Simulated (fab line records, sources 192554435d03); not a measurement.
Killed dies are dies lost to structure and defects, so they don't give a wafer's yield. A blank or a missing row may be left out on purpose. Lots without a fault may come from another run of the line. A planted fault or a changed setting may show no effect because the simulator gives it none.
fab line records | flow n5_finfet | part 1 of 2: steps 1 to 19 of 24
record lots=5 wafers=15 last_day=17
route steps=1938 shown MOL_CONTACT_COAG@595
lots that met no fault: from a run of the same line without faults
start_h: hours from the record's first day to the start of the lot's first wafer shown | wait_h: hours since the lot's step before | " the same as in the row above | L1.1+2: a row that stands for several wafers | - no value, or no start given | * or withheld: withheld | < > ~ a bound
route shown NAME@n: a module of which the file shows steps, and the number in the route of the first | usual: mean/standard deviation of fault-free wafers | same: alike in all rows | chamber/n: place in a boat | sites: the reading at each site | _std_site: their standard deviation | _edge_site: outer sites' mean less inner sites' | radius_mm: how far each site lies from the wafer's centre | mask NAME#n: copy n | behind: the tool/chamber that last shaped the wafer | hold: why the lot was held/for how many hours/how that ended | device: the transistor (n, p or np) that didn't switch | end of line: the same wafers' tests at the end of the route | a step without rows: its recipe alone | killed: dies lost to structure and defects at the first sort, not the wafer's yield | map: a wafer's dies, x killed, . not, _ none there
set.NAME: the setting as run; set.NAME@STEP: as run at that earlier step | model.NAME: the simulator's own value behind a step, which no gauge read
lots at some steps of the route; a table a step, a row a wafer
services: from which hour (start_h, from the record's first day; less than 0 if before it) a tool's chamber was out of use, for how many hours, and why
## steps
# step N5_MOL_CONTACT_COAG_COAT_64
# recipe resist=underlayer temp_c=205 time_s=60 spin_rpm=1500 resist_thk_nm=10
# usual dispense_pressure_kPa=50/3.4 heater_power_total_W=391.9/1.4
# columns lot.wafer tool chamber start_h wait_h dispense_pressure_kPa heater_power_total_W
L075.1 litho_track-04 0 - - 53 389.6
L075.3 " 0 " " 53 393.2
L075.6 " 0 " " 53 390.4
L079.2 litho_track-02 0 - - 46 392.5
L079.3 " 0 " " 46 393.9
L079.4 " 0 " " 46 393.6
L087.1 litho_track-02 0 - - 46 390.7
L087.2 " 0 " " 46 392.9
L087.5 " 0 " " 46 390.1
L093.3 litho_track-05 0 - - 53 391.6
L093.5 " 0 " " 53 394.0
L093.6 " 0 " " 53 394.0
L096.4 litho_track-04 0 - - 53 393.4
L096.5 " 0 " " 53 394.0
L096.6 " 0 " " 53 390.3
# step N5_MOL_CONTACT_COAG_COAT_34
# recipe resist=CAR-EUV spin_rpm=1500 resist_thk_nm=40
# usual dispense_pressure_kPa=50/3.4
# columns lot.wafer tool chamber start_h wait_h dispense_pressure_kPa
L075.1 litho_track-04 0 - - 53
L075.3 " 0 " " 53
L075.6 " 0 " " 53
L079.2 litho_track-02 0 - - 46
L079.3 " 0 " " 46
L079.4 " 0 " " 46
L087.1 litho_track-02 0 - - 46
L087.2 " 0 " " 46
L087.5 " 0 " " 46
L093.3 litho_track-05 0 - - 53
L093.5 " 0 " " 53
L093.6 " 0 " " 53
L096.4 litho_track-04 0 - - 53
L096.5 " 0 " " 53
L096.6 " 0 " " 53
# step N5_MOL_CONTACT_COAG_EBR_36
# recipe solvent=PGMEA ebr_width_mm=1.5
# columns lot.wafer tool chamber start_h wait_h
L075.1+3+6 litho_track-04 0 - -
L079.2+3+4 litho_track-02 0 - -
L087.1+2+5 litho_track-02 0 - -
L093.3+5+6 litho_track-05 0 - -
L096.4+5+6 litho_track-04 0 - -
# step N5_MOL_CONTACT_COAG_SOFTBAKE_35
# recipe temp_c=110 time_s=60 resist=CAR-EUV
# usual heater_power_total_W=175.4/1.6
# columns lot.wafer tool chamber start_h wait_h heater_power_total_W
L075.1 litho_track-04 0 - - 175.9
L075.3 " 0 " " 173.3
L075.6 " 0 " " 173.4
L079.2 litho_track-02 0 - - 175.4
L079.3 " 0 " " 177.4
L079.4 " 0 " " 176.3
L087.1 litho_track-02 0 - - 175.4
L087.2 " 0 " " 177.6
L087.5 " 0 " " 174.4
L093.3 litho_track-05 0 - - 174.1
L093.5 " 0 " " 176.3
L093.6 " 0 " " 173.3
L096.4 litho_track-04 0 - - 176.7
L096.5 " 0 " " 177.6
L096.6 " 0 " " 177.6
# step N5_MOL_CONTACT_COAG_EXPOSE_37
# recipe mask_id=VD na=0.33 source_shape=annular sigma_inner=0.3 sigma_outer=0.7 polarization=unpolarized defocus_nm=0 dose_mj=62
# usual exposure_dose_mJ_cm2=62.02/0.06 focus_offset_nm=0.0/0.44 reticle_temp_C=23.01/0.12
# columns lot.wafer tool chamber start_h wait_h mask exposure_dose_mJ_cm2 focus_offset_nm reticle_temp_C
L075.1 euv_scanner-02 0 106.10 - VD#0 62.03 -0.4 23.15
L075.3 " 0 " " VD#0 61.92 0.0 22.95
L075.6 " 0 " " VD#0 61.96 0.5 22.99
L079.2 euv_scanner-01 0 130.53 - VD#0 62.00 0.4 23.08
L079.3 " 0 " " VD#0 62.05 1.4 23.04
L079.4 " 0 " " VD#0 62.00 0.9 22.95
L087.1 euv_scanner-02 0 177.68 - VD#0 62.08 0.3 23.00
L087.2 " 0 " " VD#0 61.93 0.8 23.12
L087.5 " 0 " " VD#0 61.94 0.3 22.91
L093.3 euv_scanner-02 0 214.12 - VD#0 61.94 0.3 23.07
L093.5 " 0 " " VD#0 62.03 0.3 23.03
L093.6 " 0 " " VD#0 61.97 0.2 23.12
L096.4 euv_scanner-02 0 229.35 - VD#0 61.95 0.3 23.02
L096.5 " 0 " " VD#0 62.04 0.6 22.93
L096.6 " 0 " " VD#0 62.00 0.4 22.83
# step N5_MOL_CONTACT_COAG_PEB_38
# recipe peb_temp_c=100 peb_time_s=60 resist=CAR-EUV
# usual heater_power_total_W=154.0/1.1
# columns lot.wafer tool chamber start_h wait_h heater_power_total_W
L075.1 litho_track-04 0 106.18 0.1 153.9
L075.3 " 0 " " 154.7
L075.6 " 0 " " 152.9
L079.2 litho_track-05 0 130.60 0.1 153.0
L079.3 " 0 " " 152.3
L079.4 " 0 " " 152.5
L087.1 litho_track-05 0 177.76 0.1 155.4
L087.2 " 0 " " 155.4
L087.5 " 0 " " 152.7
L093.3 litho_track-02 0 214.18 0.1 152.7
L093.5 " 0 " " 155.6
L093.6 " 0 " " 153.5
L096.4 litho_track-05 0 229.40 0.0 152.8
L096.5 " 0 " " 153.9
L096.6 " 0 " " 155.6
# step N5_MOL_CONTACT_COAG_DEVELOP_39
# recipe develop_time_s=30 developer=TMAH resist=CAR-EUV rinse_liquid=surfactant_rinse dry=air_spin dev_temp_c=23
# usual developer_temp_C=23.02/0.1
# columns lot.wafer tool chamber start_h wait_h developer_temp_C
L075.1 litho_track-04 0 - - 22.95
L075.3 " 0 " " 23.01
L075.6 " 0 " " 22.90
L079.2 litho_track-05 0 - - 22.95
L079.3 " 0 " " 23.07
L079.4 " 0 " " 22.95
L087.1 litho_track-05 0 - - 23.07
L087.2 " 0 " " 23.09
L087.5 " 0 " " 23.00
L093.3 litho_track-02 0 - - 23.04
L093.5 " 0 " " 22.81
L093.6 " 0 " " 22.98
L096.4 litho_track-05 0 - - 23.05
L096.5 " 0 " " 23.05
L096.6 " 0 " " 23.07
# step N5_MOL_CONTACT_COAG_CD_MEAS_40
# recipe target_cd_nm=25.1 landing_energy_ev=500 detector=se_inlens polarity=opening
# usual cd_nm=25.04/0.22
# columns lot.wafer tool chamber start_h wait_h cd_nm
L075.1 cd_sem-01 0 106.25 - 25.07
L075.3 " 0 " " 25.11
L075.6 " 0 " " 24.70
L079.2 cd_sem-01 0 130.66 - 25.05
L079.3 " 0 " " 24.84
L079.4 " 0 " " 24.78
L087.1 cd_sem-01 0 177.83 - 24.84
L087.2 " 0 " " 24.87
L087.5 " 0 " " 24.78
L093.3 cd_sem-01 0 214.25 - 25.17
L093.5 " 0 " " 25.17
L093.6 " 0 " " 24.99
L096.4 cd_sem-02 0 229.47 - 24.58
L096.5 " 0 " " 25.11
L096.6 " 0 " " 25.10
# step N5_MOL_CONTACT_COAG_OVL_MEAS_41
# recipe points_per_wafer=522
# usual VD_OVL=0.1/0.72
# columns lot.wafer tool chamber start_h wait_h VD_OVL[nm]
L075.1 overlay-02 0 106.28 0.0 -0.7
L075.3 " 0 " " -0.8
L075.6 " 0 " " -0.3
L079.2 overlay-02 0 130.70 0.0 -0.4
L079.3 " 0 " " 0.7
L079.4 " 0 " " 0.4
L087.1 overlay-02 0 177.86 0.0 0.9
L087.2 " 0 " " -0.4
L087.5 " 0 " " 0.7
L093.3 overlay-02 0 214.29 0.0 -0.9
L093.5 " 0 " " -0.5
L093.6 " 0 " " -0.4
L096.4 overlay-01 0 229.51 0.0 -0.5
L096.5 " 0 " " 0.3
L096.6 " 0 " " 0.4
# step N5_MOL_CONTACT_COAG_INSPECT_42
# recipe mode=adi inspect_instrument=brightfield
# usual raw_defect_count=182/47
# columns lot.wafer tool chamber start_h wait_h raw_defect_count
L075.1 defect_inspect-02 - 106.34 0.1 238
L075.3 " - " " 262
L075.6 " - " " 240
L079.2 defect_inspect-01 - 130.75 0.0 169
L079.3 " - " " 218
L079.4 " - " " 189
L087.1 defect_inspect-01 - 177.91 0.1 236
L087.2 " - " " 267
L087.5 " - " " 229
L093.3 defect_inspect-01 - 214.34 0.0 112
L093.5 " - " " 148
L093.6 " - " " 140
L096.4 defect_inspect-01 - 229.55 0.0 169
L096.5 " - " " 123
L096.6 " - " " 182
# step N5_MOL_CONTACT_COAG_DESCUM_45
# recipe chemistry=O2 time_s=7 source_power_w=50 bias_power_w=20 pressure_mtorr=20 rf_frequency_hz=2.712e+07 temp_c=40 resist=CAR-EUV o2_flow_sccm=225
# usual drypump_motor_current_A=5.6/0.43 o2_flow_sccm=225.0/0.68 oes_product_au=0.78/0.086 rf_vpp_V=242.9/1.7 showerhead_plenum_p_Torr=2.08/0.096 throttle_valve_pct=20.52/0.18
# columns lot.wafer tool chamber start_h wait_h drypump_motor_current_A o2_flow_sccm oes_product_au rf_hours_counter_h rf_vpp_V showerhead_plenum_p_Torr throttle_valve_pct
L075.1 rie_diel-01 2 106.37 0.0 4.9 224.6 0.76 153 240.9 1.93 20.60
L075.3 " 0 " " 5.0 225.2 0.71 199 241.5 1.98 20.41
L075.6 " 1 " " 5.3 224.8 0.82 - 243.1 2.03 20.61
L079.2 rie_diel-02 2 130.83 0.1 5.4 225.3 0.70 223 242.2 2.07 20.63
L079.3 " 1 " " 5.4 225.8 0.84 75 245.9 2.21 20.68
L079.4 " 3 " " 5.7 225.0 0.76 178 243.2 2.09 20.23
L087.1 rie_diel-01 1 178.12 0.2 5.3 225.4 0.79 128 242.1 2.02 20.68
L087.2 " 2 " " 4.9 224.6 0.74 179 240.0 1.92 20.63
L087.5 " 3 " " 5.6 224.5 0.94 - 243.0 2.15 20.38
L093.3 rie_diel-06 1 214.37 0.0 6.3 225.8 0.93 16 245.1 2.24 20.60
L093.5 " 2 " " 5.9 224.8 0.68 - 243.2 2.06 20.62
L093.6 " 1 " " 6.3 225.3 0.93 - 244.6 2.24 20.58
L096.4 rie_diel-02 0 229.59 0.0 5.9 225.6 0.78 139 245.9 2.18 20.70
L096.5 " 2 " " 5.4 224.4 0.68 - 243.9 2.06 20.67
L096.6 " 3 " " 5.7 225.9 0.73 - 242.4 2.08 20.26
# step N5_MOL_CONTACT_COAG_ETCH_65
# recipe chemistry=N2/H2 target=underlayer target_depth_a=130 mask_material=CAR-EUV time_s=10.4 ion_energy_ev=200 pressure_mtorr=30 source_w=840 bias_w=150 n2_flow_sccm=200 h2_flow_sccm=200 ends=cleared
# usual drypump_motor_current_A=5.6/0.43 etch_rf_on_time_s=10.47/0.16 oes_product_au=0.67/0.071 rf_vpp_V=523/3.2 showerhead_plenum_p_Torr=2.53/0.11 throttle_valve_pct=17.96/0.19
# columns lot.wafer tool chamber start_h wait_h drypump_motor_current_A etch_rf_on_time_s oes_product_au rf_hours_counter_h rf_vpp_V showerhead_plenum_p_Torr throttle_valve_pct
L075.1 rie_diel-01 2 106.41 0.0 4.9 10.20 0.64 153 517 2.34 18.06
L075.3 " 0 " " 5.0 10.50 0.61 199 519 2.42 17.92
L075.6 " 1 " " 5.3 10.62 0.68 - 523 2.46 18.03
L079.2 rie_diel-02 2 130.86 0.0 5.4 10.82 0.59 223 522 2.51 18.04
L079.3 " 1 " " 5.4 10.62 0.70 75 527 2.69 18.11
L079.4 " 3 " " 5.7 10.48 0.64 178 523 2.53 17.70
L087.1 rie_diel-01 1 178.16 0.0 5.3 10.53 0.67 128 521 2.45 18.08
L087.2 " 2 " " 4.9 10.26 0.63 179 518 2.33 18.09
L087.5 " 3 " " 5.6 10.31 0.81 - 526 2.60 17.74
L093.3 rie_diel-06 1 214.41 0.0 6.3 10.32 0.80 16 528 2.71 17.94
L093.5 " 2 " " 5.9 10.21 0.58 - 523 2.52 18.19
L093.6 " 1 " " 6.4 10.29 0.80 - 530 2.71 17.96
L096.4 rie_diel-02 0 229.62 0.0 5.9 10.20 0.67 139 526 2.65 18.08
L096.5 " 2 " " 5.4 10.71 0.58 - 525 2.50 18.06
L096.6 " 3 " " 5.8 10.38 0.62 - 523 2.52 17.76
# step N5_MOL_CONTACT_COAG_ETCH_66
# recipe chemistry=CF4 target=SiARC target_depth_a=130 mask_material=CAR-EUV time_s=21.7 ion_energy_ev=80 pressure_mtorr=40 source_w=545 bias_w=36 Ar_flow_sccm=100 cf4_flow_sccm=100 ends=cleared
# usual drypump_motor_current_A=5.6/0.43 etch_rf_on_time_s=21.8/0.32 oes_product_au=0.67/0.07 rf_vpp_V=183.9/1.4 showerhead_plenum_p_Torr=2.13/0.092 throttle_valve_pct=15.70/0.17
# columns lot.wafer tool chamber start_h wait_h drypump_motor_current_A etch_rf_on_time_s oes_product_au rf_hours_counter_h rf_vpp_V showerhead_plenum_p_Torr throttle_valve_pct
L075.1 rie_diel-01 2 106.43 0.0 4.9 21.3 0.65 153 182.6 1.99 15.80
L075.3 " 0 " " 5.0 22.0 0.60 199 182.6 2.04 15.65
L075.6 " 1 " " 5.3 22.0 0.70 - 183.8 2.08 15.75
L079.2 rie_diel-02 2 130.88 0.0 5.4 22.5 0.59 223 184.6 2.11 15.77
L079.3 " 1 " " 5.4 21.8 0.71 75 186.1 2.26 15.82
L079.4 " 3 " " 5.7 21.7 0.64 178 183.4 2.13 15.42
L087.1 rie_diel-01 1 178.17 0.0 5.3 22.4 0.67 128 184.3 2.07 15.80
L087.2 " 2 " " 4.9 21.6 0.63 179 181.6 1.98 15.85
L087.5 " 3 " " 5.6 21.8 0.80 - 185.5 2.19 15.48
L093.3 rie_diel-06 1 214.43 0.0 6.3 21.8 0.79 16 185.1 2.27 15.64
L093.5 " 2 " " 5.9 21.7 0.59 - 183.6 2.12 15.85
L093.6 " 1 " " 6.3 21.7 0.79 - 185.1 2.27 15.63
L096.4 rie_diel-02 0 229.64 0.0 5.9 21.2 0.67 139 185.3 2.23 15.88
L096.5 " 2 " " 5.4 22.3 0.58 - 183.6 2.10 15.82
L096.6 " 3 " " 5.7 21.4 0.62 - 183.7 2.12 15.49
# step N5_MOL_CONTACT_COAG_ALD_133
# recipe material=SiO2 target_thk_a=50 temp_c=100 ald_precursor_family=BDEAS ald_co_reactant=O2-plasma pulse_time_s=1 co_reactant_pulse_time_s=1 purge_time_s=2 co_reactant_purge_time_s=2 ald_cycles=35 pressure_torr=2
# usual heater_power_outer_w=44/4 heater_power_w=85/5.7 precursor_pulse_height_rel=1.002/0.021
# columns lot.wafer tool chamber start_h wait_h heater_power_outer_w heater_power_w precursor_pulse_height_rel
L075.1 ald_sin-04 3 106.51 0.1 48 91 0.960
L075.3 " 2 " " 40 87 1.030
L075.6 " 1 " " 48 88 1.014
L079.2 ald_sin-03 0 130.96 0.1 37 76 0.967
L079.3 " 3 " " 38 82 1.015
L079.4 " 1 " " 41 74 1.012
L087.1 ald_sin-04 1 178.34 0.1 49 86 0.976
L087.2 " 2 " " 40 89 0.995
L087.5 " 1 " " 50 88 1.019
L093.3 ald_sin-03 3 214.51 0.1 40 80 1.010
L093.5 " 0 " " 37 76 1.011
L093.6 " 3 " " 39 83 1.007
L096.4 ald_sin-03 2 229.80 0.1 41 82 1.002
L096.5 " 1 " " 41 78 1.038
L096.6 " 0 " " 38 75 1.003
# step N5_MOL_CONTACT_COAG_ETCHBACK_134
# recipe chemistry=CHF3 target=SiO2 target_depth_a=100 time_s=6.7 ion_energy_ev=200 pressure_mtorr=30 source_w=610 bias_w=170 Ar_flow_sccm=200 CHF3_flow_sccm=50
# usual drypump_motor_current_A=5.7/0.44 oes_product_au=0.78/0.09 rf_vpp_V=524/3.8 showerhead_plenum_p_Torr=2.38/0.1 throttle_valve_pct=18.81/0.19
# columns lot.wafer tool chamber start_h wait_h drypump_motor_current_A oes_product_au rf_hours_counter_h rf_vpp_V showerhead_plenum_p_Torr throttle_valve_pct
L075.1 rie_diel-01 1 106.68 0.1 5.3 0.81 101 518 2.31 18.86
L075.3 " 3 " " 5.6 0.67 243 524 2.45 19.07
L075.6 " 3 " " 5.6 0.66 - 523 2.45 19.05
L079.2 rie_diel-06 1 131.14 0.1 6.4 0.69 243 515 2.25 19.14
L079.3 " 0 " " 5.6 0.85 53 526 2.52 18.63
L079.4 " 3 " " 6.3 0.94 16 530 2.34 18.52
L087.1 rie_diel-02 3 178.52 0.1 5.8 0.74 195 522 2.36 18.50
L087.2 " 1 " " 5.4 0.80 93 524 2.50 18.96
L087.5 " 3 " " 5.7 0.74 - 523 2.36 18.51
L093.3 rie_diel-01 0 214.69 0.1 5.0 0.68 241 521 2.25 18.81
L093.5 " 1 " " 5.2 0.77 - 518 2.29 18.93
L093.6 " 2 " " 4.9 0.72 - 517 2.19 18.97
L096.4 rie_diel-06 1 229.90 0.0 6.3 0.91 21 525 2.53 18.81
L096.5 " 2 " " 5.9 0.68 - 524 2.36 18.98
L096.6 " 1 " " 6.3 0.91 - 525 2.53 18.80
# step N5_MOL_CONTACT_COAG_ETCH_67
# recipe chemistry=N2/H2 target=SOC target_depth_a=600 overetch_a=210 mask_material=SiARC temp_c=40 time_s=101.2 ion_energy_ev=200 pressure_mtorr=30 source_w=840 bias_w=150 n2_flow_sccm=200 h2_flow_sccm=200
# usual drypump_motor_current_A=5.7/0.44 oes_product_au=0.66/0.073 rf_vpp_V=524/3.2 showerhead_plenum_p_Torr=2.54/0.11 throttle_valve_pct=17.92/0.21
# columns lot.wafer tool chamber start_h wait_h drypump_motor_current_A oes_product_au rf_hours_counter_h rf_vpp_V showerhead_plenum_p_Torr throttle_valve_pct
L075.1 rie_diel-01 1 106.72 0.0 5.3 0.68 101 522 2.46 17.99
L075.3 " 3 " " 5.6 0.57 243 526 2.61 18.13
L075.6 " 3 " " 5.6 0.57 - 525 2.61 18.13
L079.2 rie_diel-06 1 131.18 0.0 6.3 0.59 243 521 2.40 18.29
L079.3 " 0 " " 5.6 0.72 53 528 2.69 17.69
L079.4 " 3 " " 6.3 0.79 16 522 2.49 17.55
L087.1 rie_diel-02 3 178.57 0.0 5.7 0.62 195 523 2.52 17.69
L087.2 " 1 " " 5.4 0.68 93 527 2.69 18.11
L087.5 " 3 " " 5.7 0.62 - 525 2.52 17.70
L093.3 rie_diel-01 0 214.72 0.0 5.0 0.58 241 521 2.41 17.97
L093.5 " 1 " " 5.3 0.66 - 522 2.45 18.08
L093.6 " 2 " " 4.9 0.61 - 518 2.32 18.08
L096.4 rie_diel-06 1 229.93 0.0 6.3 0.77 21 529 2.71 17.94
L096.5 " 2 " " 5.9 0.58 - 521 2.52 18.15
L096.6 " 1 " " 6.3 0.77 - 528 2.71 17.92
# step N5_MOL_CONTACT_COAG_STRIP_68
# recipe chemistry=N2/H2 temp_c=40 n2_flow_sccm=200 h2_flow_sccm=200 rf_frequency_hz=6e+07
# columns lot.wafer tool chamber start_h wait_h
L075.1+3+6 rie_diel-01 1,3,3 106.79 0.0
L079.2+3+4 rie_diel-06 1,0,3 131.25 0.0
L087.1+2+5 rie_diel-02 3,1,3 178.67 0.1
L093.3+5+6 rie_diel-01 0,1,2 214.79 0.0
L096.4+5+6 rie_diel-06 1,2,1 230.00 0.0
# step N5_MOL_CONTACT_COAG_STRIP_69
# recipe chemistry=N2/H2 temp_c=40 n2_flow_sccm=200 h2_flow_sccm=200 rf_frequency_hz=6e+07
# columns lot.wafer tool chamber start_h wait_h
L075.1+3+6 rie_diel-01 1,3,3 106.80 0.0
L079.2+3+4 rie_diel-06 1,0,3 131.26 0.0
L087.1+2+5 rie_diel-02 3,1,3 178.69 0.0
L093.3+5+6 rie_diel-01 0,1,2 214.80 0.0
L096.4+5+6 rie_diel-06 1,2,1 230.01 0.0
# step N5_MOL_CONTACT_COAG_ETCHBACK_136
# recipe chemistry=CHF3 target=SiO2 target_depth_a=250 time_s=16.7 ion_energy_ev=200 pressure_mtorr=30 source_w=610 bias_w=170 Ar_flow_sccm=200 CHF3_flow_sccm=50
# usual drypump_motor_current_A=5.7/0.44 oes_product_au=0.78/0.09 rf_vpp_V=524/3.7 showerhead_plenum_p_Torr=2.38/0.1 throttle_valve_pct=18.81/0.19
# columns lot.wafer tool chamber start_h wait_h drypump_motor_current_A oes_product_au rf_hours_counter_h rf_vpp_V showerhead_plenum_p_Torr throttle_valve_pct
L075.1 rie_diel-01 1 106.81 0.0 5.3 0.80 101 518 2.31 18.87
L075.3 " 3 " " 5.5 0.66 243 525 2.45 19.05
L075.6 " 3 " " 5.6 0.66 - 524 2.45 19.07
L079.2 rie_diel-06 1 131.27 0.0 6.3 0.68 243 517 2.25 19.15
L079.3 " 0 " " 5.6 0.85 53 527 2.52 18.64
L079.4 " 3 " " 6.3 0.94 16 530 2.34 18.52
L087.1 rie_diel-02 3 178.70 0.0 5.7 0.74 195 523 2.36 18.51
L087.2 " 1 " " 5.4 0.81 93 524 2.50 18.95
L087.5 " 3 " " 5.7 0.74 - 523 2.36 18.51
L093.3 rie_diel-01 0 214.81 0.0 5.0 0.68 241 522 2.25 18.79
L093.5 " 1 " " 5.3 0.78 - 516 2.29 18.92
L093.6 " 2 " " 4.9 0.72 - 519 2.19 18.96
L096.4 rie_diel-06 1 230.02 0.0 6.3 0.92 21 524 2.53 18.81
L096.5 " 2 " " 5.9 0.68 - 524 2.36 18.99
L096.6 " 1 " " 6.3 0.91 - 524 2.53 18.83
